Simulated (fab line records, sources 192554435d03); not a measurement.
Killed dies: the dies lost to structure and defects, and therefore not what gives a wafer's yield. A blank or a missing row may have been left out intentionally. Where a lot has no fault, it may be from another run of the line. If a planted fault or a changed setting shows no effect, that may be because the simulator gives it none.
Comparing a struck lot with a sound one | flow n5-finfet | 30 steps out of a route of 1938
Sound: the wafers L770.1, L770.5, L770.6. The struck wafers were L777.3, L777.4, L777.6. Last of all comes the cause.
Each step with rows lists, per side, the tool, then ch with its chambers, then its first start. Under that, the readings that differ: sound wafers | struck wafers | difference of the means | sigmas: that difference in standard deviations of wafers without a fault.
alike: readings whose means differ by less than 2 such deviations, and words and numbers that are the same on both sides. not compared: withheld readings, readings that some wafer has no value for, bounds like >300 that may hide the same value, and numbers for which the record gives no deviation and whose values overlap.
A row with sigmas, a row that says differs or no value, or rows on one side alone: a step with any of these is where the two part. Numbers that have no deviation but don't overlap get no sigmas and don't part them. Lack of a reading on every wafer of one side parts them only where that side has two or more wafers.

first, 3 steps without rows for these wafers: N5_WELL_APT_PEB_23 (peb time 90 s); N5_WELL_APT_DEVELOP_24 (develop time 45 s); N5_WELL_APT_HARDBAKE_29 (time 120 s).
N5_WELL_APT_CD_MEAS_25: the cd target is 200 nm.
  sound on cd-sem-01 ch 0, day 2 09:32; struck on cd-sem-03 ch 0, day 4 02:50
  alike: cd-nm
N5_WELL_APT_OVL_MEAS_26:
  sound on overlay-02 ch 0, day 2 09:34; struck on overlay-02 ch 0, day 4 02:52
  alike: PWELL_OVL
N5_WELL_APT_INSPECT_27: inspects for defects (macro).
  struck on defect-inspect-01, day 4 02:53; sound on defect-inspect-01, day 2 09:35
  alike: raw-defect-count
N5_WELL_APT_DESCUM_30: chemistry O2, time 7.9 s.
  sound on rie-diel-02 ch 0,1, day 2 09:37; struck on rie-diel-05 ch 0,2,3, day 4 02:55
  alike: drypump-motor-current-A, o2-flow-sccm, oes-product-au, rf-vpp-V, showerhead-plenum-p-Torr, throttle-valve-pct
  not compared: rf-hours-counter-h
then, 3 steps without rows for these wafers: N5_WELL_APT_IMPLANT_31; N5_WELL_APT_IMPLANT_32; N5_WELL_APT_STRIP_33 (strips in SPM, time 900 s).
N5_WELL_APT_RTA_34: time 10 s.
  sound on rtp-anneal-02 ch 0, day 2 10:23; struck on rtp-anneal-02 ch 0, day 4 03:46
  alike: lamp-power-pct, lamp_zone_2_pct, lamp_zone_5_pct, lamp_zone_6_pct, wafer_temp_C_max
then, 1 step without rows for these wafers: N5_WELL_APT_OXIDE_STRIP_42 (strips SiO2 in dHF, time 45 s, target depth 12 nm).
N5_WELL_APT_PRECLEAN_36: cleans in O3/DIW, time 45 s.
  sound on wet-bench-04 ch 1,4,6, day 2 10:33; struck on wet-bench-03 ch 0,3,4, day 4 03:53
then, 2 steps without rows for these wafers: N5_WELL_APT_PRECLEAN_39 (cleans in dHF, time 60 s); N5_WELL_APT_SRD_37 (time 30 s).
N5_WELL_APT_EPI_41: deposits Si from SiH4/H2, target thk 50 nm, time 297.7 s.
  sound on epi-rpcvd-04 ch 0, day 2 10:38; struck on epi-rpcvd-04 ch 0, day 4 04:10
  alike: throttle-valve-pct
N5_WELL_APT_INSPECT_38: inspects for defects (darkfield).
  struck on defect-inspect-01, day 4 04:36; sound on defect-inspect-02, day 2 11:16
  reading          | sound    | struck      | difference | sigmas
  raw-defect-count | 10 11 12 | 306 284 344 | +300       | +56
N5_PMOS_HMC_CHANNEL_EPI_HM_DEP_34: deposits SiO2 from TEOS/O2, target thk 36 nm, time 6.9 s.
  sound on pecvd-01 ch 0,1,2, day 2 11:18; struck on pecvd-03 ch 0,1, day 4 04:38
  alike: heater-power-w, showerhead-plenum-p-Torr, throttle-valve-pct
then, 7 steps without rows for these wafers: N5_PMOS_HMC_CHANNEL_EPI_COAT_31 (time 60 s, resist thk 66 nm); N5_PMOS_HMC_CHANNEL_EPI_COAT_03 (resist thk 205 nm); N5_PMOS_HMC_CHANNEL_EPI_EBR_05; N5_PMOS_HMC_CHANNEL_EPI_SOFTBAKE_04 (time 60 s); N5_PMOS_HMC_CHANNEL_EPI_EXPOSE_06 (exposes mask PMOS HMC BLK, target cd 240 nm); N5_PMOS_HMC_CHANNEL_EPI_PEB_07 (peb time 60 s); N5_PMOS_HMC_CHANNEL_EPI_DEVELOP_08 (develop time 30 s).
N5_PMOS_HMC_CHANNEL_EPI_CD_MEAS_09: the cd target is 237.4 nm.
  sound on cd-sem-02 ch 0, day 2 11:43; struck on cd-sem-03 ch 0, day 4 04:55
  alike: cd-nm
N5_PMOS_HMC_CHANNEL_EPI_OVL_MEAS_10:
  sound on overlay-01 ch 0, day 2 11:44; struck on overlay-02 ch 0, day 4 04:57
  alike: PMOS_HMC_BLK_OVL
N5_PMOS_HMC_CHANNEL_EPI_INSPECT_11: inspects for defects (macro).
  struck on defect-inspect-01, day 4 04:58; sound on defect-inspect-01, day 2 11:46
  reading          | sound | struck        | difference | sigmas
  raw-defect-count | 0 1 2 | >300 283 >300 | differs    |
N5_PMOS_HMC_CHANNEL_EPI_DESCUM_14: chemistry O2, time 7.9 s.
  sound on rie-diel-01 ch 2,3, day 2 11:47; struck on rie-diel-03 ch 0,1,3, day 4 05:01
  alike: drypump-motor-current-A, o2-flow-sccm, oes-product-au, rf-vpp-V, showerhead-plenum-p-Torr, throttle-valve-pct
  not compared: rf-hours-counter-h
-- the record jumps here: 10 days lie between the struck wafers' starts before and after (it left off in module PMOS_HMC_CHANNEL_EPI and takes up again in module PASSIVATION, whose first step shown is number 1936 of the route) --
N5_PASSIVATION_PROBE_49:
  rows exist in the record for the struck wafers here (prober-02, day 14 17:00), but not for the sound ones

== WHERE THEY PART ==
Last at N5_PASSIVATION_PROBE_49 as far as this record goes, first at N5_WELL_APT_INSPECT_38.

WHY: whatever the simulator had introduced
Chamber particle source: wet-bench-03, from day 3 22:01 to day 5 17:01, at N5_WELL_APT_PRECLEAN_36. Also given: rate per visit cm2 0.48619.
